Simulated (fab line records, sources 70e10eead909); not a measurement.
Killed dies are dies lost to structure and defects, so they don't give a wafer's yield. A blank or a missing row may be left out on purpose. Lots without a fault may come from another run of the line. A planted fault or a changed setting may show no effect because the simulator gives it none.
fab line records | flow nand_harc
record lots=24 wafers=72 last_day=34
route steps=1302 shown P_M1@297 P_M2@333 P_BONDPAD@353
lots that met no fault: from a run of the same line without faults
start_h: hours from the record's first day to the start of the lot's first wafer shown | wait_h: hours since the lot's step before | " the same as in the row above | L1.1+2: a row that stands for several wafers | - no value, or no start given | * or withheld: withheld | < > ~ a bound
route shown NAME@n: a module of which the file shows steps, and the number in the route of the first | usual: mean/standard deviation of fault-free wafers | same: alike in all rows | chamber/n: place in a boat | sites: the reading at each site | _std_site: their standard deviation | _edge_site: outer sites' mean less inner sites' | radius_mm: how far each site lies from the wafer's centre | mask NAME#n: copy n | behind: the tool/chamber that last shaped the wafer | hold: why the lot was held/for how many hours/how that ended | device: the transistor (n, p or np) that didn't switch | end of line: the same wafers' tests at the end of the route | a step without rows: its recipe alone | killed: dies lost to structure and defects at the first sort, not the wafer's yield | map: a wafer's dies, x killed, . not, _ none there
set.NAME: the setting as run; set.NAME@STEP: as run at that earlier step | model.NAME: the simulator's own value behind a step, which no gauge read
steps of the route over a sample of lots; a table a step, a row a wafer
services: from which hour (start_h, from the record's first day; less than 0 if before it) a tool's chamber was out of use, for how many hours, and why
## steps
# step NHARC_P_M1_INSPECT_11
# usual raw_defect_count=4.0/2.3
# columns lot.wafer tool chamber start_h wait_h raw_defect_count
L074.1 defect_inspect-01 - 124.83 0.0 5
L074.2 " - " " 4
L074.5 " - " " 0
L075.4 defect_inspect-01 - 137.93 0.0 4
L075.5 " - " " 4
L075.6 " - " " 2
L076.3 defect_inspect-01 - 143.05 0.0 2
L076.4 " - " " 1
L076.6 " - " " 4
L077.1 defect_inspect-01 - 155.06 0.0 6
L077.4 " - " " 3
L077.5 " - " " 7
L078.4 defect_inspect-02 - 166.31 0.0 2
L078.5 " - " " 3
L078.6 " - " " 7
L079.1 defect_inspect-01 - 173.80 0.0 3
L079.4 " - " " 2
L079.5 " - " " 4
L080.3 defect_inspect-02 - 187.21 0.0 6
L080.4 " - " " 8
L080.6 " - " " 11
L081.2 defect_inspect-02 - 201.04 0.0 8
L081.3 " - " " 10
L081.6 " - " " 4
L082.1 defect_inspect-01 - 207.02 0.0 4
L082.3 " - " " 3
L082.5 " - " " 6
L083.1 defect_inspect-02 - 221.50 0.0 2
L083.2 " - " " 0
L083.6 " - " " 6
L084.2 defect_inspect-02 - 232.57 0.0 4
L084.3 " - " " 4
L084.4 " - " " 5
L085.1 defect_inspect-02 - 247.67 0.0 2
L085.2 " - " " 1
L085.4 " - " " 0
L086.1 defect_inspect-01 - 248.43 0.0 4
L086.5 " - " " 2
L086.6 " - " " 6
L089.2 defect_inspect-01 - 270.64 0.0 5
L089.3 " - " " 4
L089.5 " - " " 3
L087.1 defect_inspect-02 - 271.52 0.0 2
L087.5 " - " " 5
L087.6 " - " " 1
L088.3 defect_inspect-01 - 273.44 0.0 7
L088.5 " - " " 6
L088.6 " - " " 5
L090.1 defect_inspect-01 - 290.57 0.0 1
L090.2 " - " " 3
L090.5 " - " " 8
L091.2 defect_inspect-01 - 298.92 0.0 3
L091.4 " - " " 4
L091.5 " - " " 4
L092.1 defect_inspect-02 - 309.23 0.0 3
L092.2 " - " " 2
L092.3 " - " " 4
L093.1 defect_inspect-01 - 318.43 0.0 4
L093.4 " - " " 1
L093.6 " - " " 1
L094.3 defect_inspect-01 - 328.88 0.0 7
L094.4 " - " " 7
L094.5 " - " " 3
L095.2 defect_inspect-02 - 342.55 0.0 5
L095.4 " - " " 2
L095.6 " - " " 4
L096.2 defect_inspect-01 - 351.38 0.0 3
L096.4 " - " " 5
L096.6 " - " " 2
L097.4 defect_inspect-02 - 354.60 0.0 3
L097.5 " - " " 6
L097.6 " - " " 3
# step NHARC_P_M1_CD_MEAS_16
# usual cd_nm=129.9/0.69
# columns lot.wafer tool chamber start_h wait_h cd_nm
L074.1 cd_sem-03 - 125.20 - 129.9
L074.2 " - " " 130.8
L074.5 " - " " 129.5
L075.4 cd_sem-01 - 138.31 - 132.3
L075.5 " - " " 130.2
L075.6 " - " " 129.5
L076.3 cd_sem-01 - 143.42 - 130.9
L076.4 " - " " 130.3
L076.6 " - " " 129.5
L077.1 cd_sem-01 - 155.43 - 130.6
L077.4 " - " " 130.3
L077.5 " - " " 130.1
L078.4 cd_sem-02 - 166.68 - 129.5
L078.5 " - " " 129.0
L078.6 " - " " 129.4
L079.1 cd_sem-02 - 174.21 - 131.0
L079.4 " - " " 129.7
L079.5 " - " " 130.0
L080.3 cd_sem-01 - 187.62 - 128.8
L080.4 " - " " 129.0
L080.6 " - " " 129.1
L081.2 cd_sem-03 - 201.45 - 130.0
L081.3 " - " " 130.4
L081.6 " - " " 130.1
L082.1 cd_sem-03 - 207.41 - 130.4
L082.3 " - " " 129.8
L082.5 " - " " 129.1
L083.1 cd_sem-01 - 221.87 - 130.0
L083.2 " - " " 129.8
L083.6 " - " " 130.5
L084.2 cd_sem-03 - 232.94 - 129.0
L084.3 " - " " 129.3
L084.4 " - " " 130.0
L085.1 cd_sem-02 - 248.04 - 130.4
L085.2 " - " " 129.4
L085.4 " - " " 129.7
L086.1 cd_sem-03 - 248.80 - 129.5
L086.5 " - " " 129.0
L086.6 " - " " 129.5
L089.2 cd_sem-01 - 271.01 - 130.3
L089.3 " - " " 129.6
L089.5 " - " " 129.3
L087.1 cd_sem-03 - 271.89 - 129.9
L087.5 " - " " 130.0
L087.6 " - " " 130.2
L088.3 cd_sem-03 - 273.81 - 130.4
L088.5 " - " " 129.4
L088.6 " - " " 129.7
L090.1 cd_sem-03 - 290.93 - 130.3
L090.2 " - " " 130.3
L090.5 " - " " 129.6
L091.2 cd_sem-03 - 299.29 - 130.0
L091.4 " - " " 130.1
L091.5 " - " " 129.8
L092.1 cd_sem-01 - 309.59 - 130.1
L092.2 " - " " 130.5
L092.3 " - " " 130.0
L093.1 cd_sem-01 - 318.80 - 128.9
L093.4 " - " " 129.8
L093.6 " - " " 130.8
L094.3 cd_sem-01 - 329.27 - 130.3
L094.4 " - " " 129.9
L094.5 " - " " 130.0
L095.2 cd_sem-03 - 342.92 - 130.0
L095.4 " - " " 130.3
L095.6 " - " " 128.5
L096.2 cd_sem-01 - 351.75 - 130.9
L096.4 " - " " 130.8
L096.6 " - " " 130.8
L097.4 cd_sem-03 - 354.98 - 129.8
L097.5 " - " " 129.4
L097.6 " - " " 129.0
# step NHARC_P_M1_PRE_CLEAN_30
# recipe time_s=30 temp_c=280 gas=H2/He
# usual heater_power_w=401/34
# columns lot.wafer tool chamber start_h wait_h heater_power_w
L074.1 pvd_sputter-03 - - - 374
L074.2 " - " " 442
L074.5 " - " " 365
L075.4 pvd_sputter-03 - - - 443
L075.6 " - " " 366
L075.5 " - " " 433
L076.3 pvd_sputter-03 - - - 353
L076.4 " - " " 351
L076.6 " - " " 351
L077.4 pvd_sputter-02 - - - 399
L077.1 " - " " 364
L077.5 " - " " 436
L078.4 pvd_sputter-03 - - - 374
L078.5 " - " " 451
L078.6 " - " " 351
L079.1 pvd_sputter-01 - - - 427
L079.4 " - " " 443
L079.5 " - " " 407
L080.4 pvd_sputter-02 - - - 426
L080.3 " - " " 383
L080.6 " - " " 440
L081.2 pvd_sputter-02 - - - 437
L081.3 " - " " 433
L081.6 " - " " 427
L082.3 pvd_sputter-03 - 208.22 0.0 347
L082.1 " - " " 388
L082.5 " - " " 404
L083.1 pvd_sputter-02 - - - 420
L083.2 " - " " 391
L083.6 " - " " 423
L084.3 pvd_sputter-03 - - - 391
L084.4 " - " " 425
L084.2 " - " " 350
L085.4 pvd_sputter-03 - - - 340
L085.2 " - " " 392
L085.1 " - " " 363
L086.1 pvd_sputter-01 - - - 422
L086.5 " - " " 365
L086.6 " - " " 424
L089.2 pvd_sputter-02 - - - 426
L089.3 " - " " 365
L089.5 " - " " 418
L087.1 pvd_sputter-03 - - - 429
L087.6 " - " " 436
L087.5 " - " " 357
L088.3 pvd_sputter-02 - - - 365
L088.6 " - " " 432
L088.5 " - " " 419
L090.1 pvd_sputter-01 - - - 423
L090.2 " - " " 454
L090.5 " - " " 428
L091.2 pvd_sputter-01 - - - 423
L091.4 " - " " 408
L091.5 " - " " 426
L092.1 pvd_sputter-01 - - - 411
L092.2 " - " " 457
L092.3 " - " " 378
L093.4 pvd_sputter-03 - - - 346
L093.1 " - " " 397
L093.6 " - " " 358
L094.4 pvd_sputter-03 - - - 396
L094.3 " - " " 355
L094.5 " - " " 423
L095.2 pvd_sputter-02 - - - 426
L095.4 " - " " 379
L095.6 " - " " 424
L096.2 pvd_sputter-01 - - - 372
L096.4 " - " " 413
L096.6 " - " " 471
L097.4 pvd_sputter-02 - - - 384
L097.6 " - " " 418
L097.5 " - " " 398
# step NHARC_P_M2_ETCH_15
# recipe target_depth_a=1825 time_s=91.2 c4f8_flow_sccm=withheld ar_flow_sccm=400 rf_w=600 bias_w=300 chemistry=C4F8/Ar
# usual oes_product_au=0.939/0.023 rf_vpp_V=441.2/2
# columns lot.wafer tool chamber start_h wait_h oes_product_au rf_hours_counter_h rf_vpp_V
L074.1 rie_diel-01 3 - - 0.937 6.3 441.9
L074.2 " 1 " " 0.924 6.6 444.1
L074.5 " 3 " " 0.926 - 442.8
L075.4 rie_diel-01 2 - - 0.914 8.0 445.9
L075.6 " 0 " " 0.960 - 441.5
L075.5 " 1 " " 0.914 - 442.6
L076.3 rie_diel-11 3 - - 0.957 2.5 441.1
L076.4 " 0 " " 0.946 1.7 438.4
L076.6 " 3 " " 0.971 - 441.9
L077.4 rie_diel-11 0 - - 0.970 2.4 438.0
L077.1 " 1 " " 0.956 3.3 441.5
L077.5 " 2 " " 0.951 - 440.6
L078.4 rie_diel-01 1 - - 0.925 8.3 443.9
L078.5 " 3 " " 0.927 - 441.4
L078.6 " 0 " " 0.924 - 441.2
L079.4 rie_diel-11 0 - - 0.957 2.8 440.8
L079.1 " 1 " " 0.966 3.6 441.6
L079.5 " 0 " " 0.963 - 439.1
L080.3 rie_diel-10 2 - - 0.935 5.3 442.2
L080.4 " 0 " " 0.929 5.8 437.0
L080.6 " 1 " " 0.907 - 438.8
L081.2 rie_diel-11 0 - - 0.961 4.9 439.5
L081.3 " 1 " " 0.924 4.2 441.8
L081.6 " 0 " " 0.969 - 439.8
L082.1 rie_diel-11 1 - - 0.940 5.2 442.3
L082.3 " 2 " " 0.939 4.7 440.0
L082.5 " 1 " " 0.949 - 441.4
L083.2 rie_diel-10 2 - - 0.944 7.8 443.3
L083.1 " 1 " " 0.916 8.7 438.8
L083.6 " 2 " " 0.931 - 442.9
L084.3 rie_diel-01 1 - - 0.923 1.1 445.9
L084.2 " 2 " " 0.914 1.5 443.6
L084.4 " 3 " " 0.927 2.0 441.4
L085.4 rie_diel-10 1 - - 0.962 0.0 437.8
L085.2 " 2 " " 0.965 0.0 441.6
L085.1 " 3 " " 0.979 0.0 442.7
L086.1 rie_diel-11 1 - - 0.961 6.9 440.9
L086.5 " 3 " " 0.983 - 442.3
L086.6 " 0 " " 0.955 - 440.6
L089.3 rie_diel-01 3 - - 0.929 3.9 442.7
L089.2 " 1 " " 0.919 2.9 444.4
L089.5 " 3 " " 0.929 - 441.3
L087.1 rie_diel-01 2 - - 0.922 3.5 442.4
L087.5 " 1 " " 0.918 - 444.4
L087.6 " 2 " " 0.927 - 444.6
L088.3 rie_diel-11 2 - - 0.981 0.3 440.5
L088.5 " 0 " " 0.948 - 438.3
L088.6 " 1 " " 0.952 - 440.3
L090.2 rie_diel-11 3 - - 0.972 1.5 442.1
L090.1 " 0 " " 0.981 1.4 439.8
L090.5 " 3 " " 0.979 - 441.4
L091.4 rie_diel-11 2 - - 0.991 1.9 440.4
L091.2 " 3 " " 0.959 2.1 441.0
L091.5 " 2 " " 0.992 - 438.9
L092.2 rie_diel-11 2 - - 0.929 2.1 440.6
L092.3 " 0 " " 0.922 2.0 438.1
L092.1 " 1 " " 0.908 1.9 441.8
L093.1 rie_diel-10 3 - - 0.929 3.8 442.6
L093.4 " 1 " " 0.912 - 438.3
L093.6 " 0 " " 0.911 - 437.5
L094.4 rie_diel-10 2 - - 0.929 3.2 442.2
L094.3 " 1 " " 0.920 3.5 436.9
L094.5 " 2 " " 0.928 - 443.4
L095.4 rie_diel-01 2 - - 0.923 7.8 443.3
L095.2 " 0 " " 0.919 7.2 440.5
L095.6 " 3 " " 0.924 - 440.7
L096.4 rie_diel-01 2 - - 0.926 9.0 444.4
L096.2 " 3 " " 0.929 8.3 441.0
L096.6 " 0 " " 0.908 - 441.7
L097.4 rie_diel-01 3 - - 0.928 8.3 439.9
L097.6 " 0 " " 0.917 - 441.0
L097.5 " 1 " " 0.917 - 443.6
# step NHARC_P_M2_STRIP_18
# recipe power_w=1000 n2_flow_sccm=150 h2_flow_sccm=150 ar_flow_sccm=0 bias_w=0 chemistry=N2/H2
# usual drypump_motor_current_A=5.6/0.47 oes_product_au=0.998/0.0091 rf_vpp_V=90.7/0.91 showerhead_plenum_p_Torr=2.05/0.068 throttle_valve_pct=14.172/0.0089
# columns lot.wafer tool chamber start_h wait_h drypump_motor_current_A oes_product_au rf_hours_counter_h rf_vpp_V showerhead_plenum_p_Torr throttle_valve_pct
L074.2 rie_diel-10 2 129.43 0.1 6.1 1.012 2.2 91.5 2.10 14.167
L074.1 " 3 " " 5.4 0.987 1.5 90.8 2.11 14.179
L074.5 " 2 " " 6.1 1.009 - 91.6 2.10 14.172
L075.4 rie_diel-11 2 142.55 0.1 5.7 0.995 2.1 90.3 2.02 14.190
L075.6 " 0 " " 5.1 0.982 - 91.5 1.99 14.176
L075.5 " 1 " " 5.4 0.983 - 90.1 2.06 14.185
L076.4 rie_diel-01 1 147.66 0.1 6.6 1.003 7.9 91.2 2.19 14.180
L076.3 " 2 " " 5.6 0.992 8.1 91.2 2.13 14.179
L076.6 " 0 " " 6.1 0.992 - 89.0 2.04 14.168
L077.1 rie_diel-01 0 159.71 0.1 6.1 1.002 6.9 91.7 2.04 14.170
L077.4 " 1 " " 6.6 0.996 8.1 91.0 2.19 14.177
L077.5 " 2 " " 5.6 0.988 - 91.2 2.13 14.162
L078.4 rie_diel-11 1 171.25 0.1 5.4 1.006 3.5 90.8 2.06 14.175
L078.5 " 3 " " 4.9 0.989 - 90.6 2.07 14.162
L078.6 " 0 " " 5.0 0.998 - 91.2 1.99 14.175
L079.4 rie_diel-11 0 178.88 0.1 5.0 0.998 2.9 91.5 1.99 14.156
L079.1 " 1 " " 5.4 1.005 3.6 92.0 2.06 14.176
L079.5 " 2 " " 5.7 0.988 - 89.8 2.02 14.162
L080.4 rie_diel-01 0 191.80 0.1 6.1 1.001 7.9 90.4 2.04 14.158
L080.3 " 2 " " 5.6 0.993 9.8 90.5 2.13 14.165
L080.6 " 1 " " 6.6 1.013 - 91.4 2.19 14.174
L081.3 rie_diel-10 0 205.91 0.1 6.0 0.996 6.2 90.0 1.91 14.185
L081.2 " 2 " " 6.1 1.019 5.6 89.7 2.10 14.166
L081.6 " 0 " " 6.0 1.004 - 87.7 1.91 14.182
L082.3 rie_diel-11 3 211.87 0.1 5.0 0.987 6.6 91.5 2.06 14.172
L082.1 " 0 " " 5.0 1.001 5.8 91.0 1.99 14.189
L082.5 " 0 " " 5.0 0.990 - 89.8 1.99 14.157
L083.1 rie_diel-11 3 226.22 0.1 4.9 0.993 6.8 92.5 2.06 14.151
L083.2 " 1 " " 5.4 1.006 5.5 91.5 2.06 14.163
L083.6 " 2 " " 5.7 1.000 - 92.3 2.02 14.174
L084.3 rie_diel-10 2 237.63 0.1 6.1 1.015 8.4 91.7 2.09 14.169
L084.4 " 0 " " 5.9 1.004 8.6 90.1 1.91 14.167
L084.2 " 1 " " 5.6 1.003 9.1 89.2 1.94 14.162
L085.4 rie_diel-11 0 252.27 0.1 5.0 1.005 7.2 89.7 1.99 14.160
L085.2 " 1 " " 5.4 1.008 6.8 92.4 2.06 14.169
L085.1 " 3 " " 5.0 1.019 8.3 90.4 2.06 14.163
L086.1 rie_diel-01 1 253.47 0.1 6.6 0.985 1.4 92.2 2.19 14.167
L086.6 " 3 " " 5.0 0.993 - 91.7 2.07 14.176
L086.5 " 0 " " 6.1 0.979 - 90.8 2.04 14.180
L089.3 rie_diel-01 3 275.38 0.1 5.0 1.005 3.9 91.7 2.07 14.172
L089.2 " 0 " " 6.1 0.991 3.4 90.6 2.04 14.169
L089.5 " 2 " " 5.6 1.007 - 91.3 2.13 14.169
L087.1 rie_diel-10 3 276.17 0.1 5.4 0.997 1.1 91.0 2.11 14.186
L087.6 " 1 " " 5.7 1.001 - 88.3 1.94 14.178
L087.5 " 2 " " 6.1 1.005 - 91.0 2.09 14.168
L088.3 rie_diel-10 3 278.11 0.1 5.4 1.001 1.2 91.2 2.11 14.165
L088.5 " 0 " " 6.0 0.996 - 89.3 1.91 14.177
L088.6 " 1 " " 5.6 0.995 - 90.2 1.94 14.157
L090.1 rie_diel-10 2 295.14 0.1 6.1 1.018 1.8 91.8 2.09 14.184
L090.2 " 1 " " 5.6 0.995 1.8 89.8 1.94 14.172
L090.5 " 3 " " 5.4 1.003 - 91.9 2.11 14.163
L091.4 rie_diel-01 2 303.87 0.1 5.6 0.999 5.5 91.5 2.13 14.167
L091.2 " 3 " " 5.0 0.999 5.4 91.4 2.07 14.180
L091.5 " 1 " " 6.6 0.990 - 91.5 2.18 14.156
L092.3 rie_diel-11 3 314.10 0.1 4.9 0.988 2.2 89.4 2.06 14.171
L092.2 " 0 " " 5.1 0.996 2.1 90.0 1.99 14.173
L092.1 " 1 " " 5.4 0.984 1.9 91.5 2.06 14.202
L093.1 rie_diel-11 3 322.96 0.1 4.9 0.995 2.4 90.7 2.06 14.162
L093.4 " 0 " " 5.0 0.998 2.2 90.0 1.99 14.175
L093.6 " 2 " " 5.7 1.014 - 90.2 2.02 14.176
L094.3 rie_diel-11 1 333.53 0.1 5.4 0.987 2.7 89.4 2.06 14.168
L094.4 " 2 " " 5.7 1.002 2.8 91.2 2.02 14.172
L094.5 " 3 " " 4.9 0.987 - 91.5 2.06 14.186
L095.2 rie_diel-10 1 347.22 0.1 5.7 0.999 4.6 90.6 1.94 14.176
L095.4 " 3 " " 5.4 1.000 4.8 90.7 2.11 14.156
L095.6 " 1 " " 5.7 1.000 - 90.8 1.94 14.172
L096.4 rie_diel-11 1 356.17 0.1 5.4 1.001 3.2 91.2 2.06 14.169
L096.2 " 3 " " 5.0 0.986 3.6 89.8 2.06 14.161
L096.6 " 2 " " 5.7 1.007 - 91.4 2.02 14.165
L097.4 rie_diel-11 2 359.11 0.1 5.7 1.015 3.6 90.2 2.02 14.180
L097.6 " 1 " " 5.4 0.990 - 90.5 2.06 14.180
L097.5 " 2 " " 5.7 1.007 - 91.5 2.02 14.195
# step NHARC_P_BONDPAD_THK_MEAS_33
# recipe thk_meas_gauge=ellipsometry
# usual thk_nm=200.0/1.6
# columns lot.wafer tool chamber start_h wait_h thk_nm
L074.1 film_metro-02 - 132.90 0.2 198.1
L074.2 " - " " 199.9
L074.5 " - " " 199.1
L075.4 film_metro-01 - 145.88 0.2 200.6
L075.5 " - " " 199.0
L075.6 " - " " 199.5
L076.3 film_metro-02 - 151.02 0.2 197.7
L076.4 " - " " 198.8
L076.6 " - " " 200.2
L077.1 film_metro-01 - 163.06 0.2 202.3
L077.4 " - " " 201.9
L077.5 " - " " 199.8
L078.4 film_metro-01 - 174.62 0.2 201.1
L078.5 " - " " 201.7
L078.6 " - " " 200.4
L079.1 film_metro-02 - 182.23 0.2 198.6
L079.4 " - " " 199.7
L079.5 " - " " 200.1
L080.3 film_metro-02 - 195.21 0.2 198.7
L080.4 " - " " 201.1
L080.6 " - " " 201.3
L081.2 film_metro-01 - 209.31 0.2 199.8
L081.3 " - " " 201.2
L081.6 " - " " 202.4
L082.1 film_metro-02 - 215.27 0.2 199.6
L082.3 " - " " 199.1
L082.5 " - " " 198.7
L083.1 film_metro-02 - 229.78 0.2 199.9
L083.2 " - " " 201.8
L083.6 " - " " 199.1
L084.2 film_metro-02 - 241.17 0.2 199.7
L084.3 " - " " 200.8
L084.4 " - " " 201.0
L085.1 film_metro-02 - 256.00 0.2 200.8
L085.2 " - " " 199.7
L085.4 " - " " 198.5
L086.1 film_metro-02 - 256.82 0.1 197.8
L086.5 " - " " 201.1
L086.6 " - " " 199.5
L089.2 film_metro-01 - 278.75 0.2 199.1
L089.3 " - " " 201.8
L089.5 " - " " 197.3
L087.1 film_metro-01 - 279.54 0.2 199.8
L087.5 " - " " 195.7
L087.6 " - " " 200.4
L088.3 film_metro-01 - 281.42 0.2 200.3
L088.5 " - " " 200.6
L088.6 " - " " 200.4
L090.1 film_metro-01 - 298.67 0.2 198.2
L090.2 " - " " 198.4
L090.5 " - " " 200.1
L091.2 film_metro-02 - 307.24 0.2 195.2
L091.4 " - " " 200.9
L091.5 " - " " 195.8
L092.1 film_metro-02 - 317.51 0.1 202.9
L092.2 " - " " 201.5
L092.3 " - " " 200.6
L093.1 film_metro-02 - 326.35 0.2 201.5
L093.4 " - " " 203.0
L093.6 " - " " 202.1
L094.3 film_metro-01 - 336.90 0.2 199.2
L094.4 " - " " 200.6
L094.5 " - " " 201.4
L095.2 film_metro-02 - 350.80 0.2 199.0
L095.4 " - " " 202.4
L095.6 " - " " 201.3
L096.2 film_metro-01 - 359.78 0.2 199.9
L096.4 " - " " 200.3
L096.6 " - " " 198.3
L097.4 film_metro-01 - 362.78 0.2 199.7
L097.5 " - " " 203.8
L097.6 " - " " 199.4
## services
# columns tool chamber start_h hours kind
pvd_sputter-02 - 104.00 10.0 pm
rie_diel-10 3 106.59 5.3 repair
rie_diel-10 2 109.82 12.1 repair
rie_diel-11 0 112.00 - clean
rie_diel-11 1 112.00 - clean
rie_diel-11 2 112.00 - clean
rie_diel-11 3 112.00 - clean
rie_diel-01 0 114.13 11.5 repair
pvd_sputter-03 - 135.60 0.5 repair
pvd_sputter-03 - 170.00 10.0 pm
rie_diel-11 1 185.00 8.2 repair
rie_diel-11 2 185.96 24.1 repair
rie_diel-11 1 194.42 8.4 repair
rie_diel-01 - 203.80 9.0 pm
pvd_sputter-01 - 226.02 10.0 pm
rie_diel-10 - 242.50 9.0 pm
pvd_sputter-03 - 246.59 1.0 repair
pvd_sputter-02 - 247.77 8.5 repair
rie_diel-11 - 255.60 9.0 pm
pvd_sputter-02 - 282.00 10.0 pm
rie_diel-10 2 322.48 9.0 repair
rie_diel-01 - 336.21 0.9 repair
pvd_sputter-01 - 339.34 8.4 repair
pvd_sputter-03 - 348.08 10.0 pm
## key
fault none
